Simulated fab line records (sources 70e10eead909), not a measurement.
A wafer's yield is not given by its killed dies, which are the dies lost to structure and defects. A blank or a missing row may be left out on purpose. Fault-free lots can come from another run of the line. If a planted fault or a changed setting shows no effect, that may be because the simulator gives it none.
Chamber matching + flow nand_harc + ald_metal-03 running NHARC_A_WL_FILL_ALD_19: 4 sister chambers
The step deposits TiN, target thk 2 nm, pulse time 3 s, ald cycles 100. 8 wafers are shown with their chamber, then 8 later ones without.

WAFERS WITH THEIR CHAMBER
| wafer  | chamber | heater_power_w (W) | precursor_pulse_height_rel |
|--------|---------|--------------------|----------------------------|
| L079.6 | 1       | 959                | 0.992                      |
| L081.1 | 0       | 1261               | 0.999                      |
| L081.3 | 2       | 1197               | 0.958                      |
| L081.5 | 3       | 1104               | 0.976                      |
| L085.1 | 0       | 1241               | 1.001                      |
| L085.3 | 3       | 1144               | 0.986                      |
| L085.4 | 2       | 1144               | 1.006                      |
| L085.2 | 1       | 986                | 0.968                      |

WAFERS WITH NO CHAMBER GIVEN
| wafer  | heater_power_w (W) | precursor_pulse_height_rel |
|--------|--------------------|----------------------------|
| L085.5 | 1152               | 0.993                      |
| L085.6 | 1164               | 1.003                      |
| L091.1 | 1135               | 1.010                      |
| L091.2 | 1223               | 1.026                      |
| L091.4 | 1149               | 1.013                      |
| L093.4 | 985                | 0.981                      |
| L093.5 | 995                | 1.027                      |
| L093.6 | 1154               | 0.969                      |

EACH ONE'S CHAMBER
| wafer  | from the rows above     | in truth |
|--------|-------------------------|----------|
| L085.5 | can't be placed: 2 or 3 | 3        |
| L085.6 | can't be placed: 2 or 3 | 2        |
| L091.1 | can't be placed: 3 or 2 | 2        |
| L091.2 | can't be placed: 0 or 2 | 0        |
| L091.4 | can't be placed: 2 or 3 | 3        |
| L093.4 | 1                       | 1        |
| L093.5 | 1                       | 1        |
| L093.6 | can't be placed: 2 or 3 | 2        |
Correctly placed: 2 of 8. From these rows, 6 cannot be placed; in 6 the true chamber is one of the candidates. Placed wrongly: 0.
How it was worked out, from the rows above alone: a wafer's distance from a chamber is the root of the sum, over the readings, of the square of ((its reading less the chamber's mean) divided by the reading's scatter). The wafer belongs to the nearest chamber; if the next one is less than 2 further off, it can't be placed. The mean given for a chamber averages the wafers shown for that chamber. How the scatter is found: for the shown wafers, subtract from each reading the mean of its chamber, square and add these, divide the total by (wafers less chambers), then take the root.
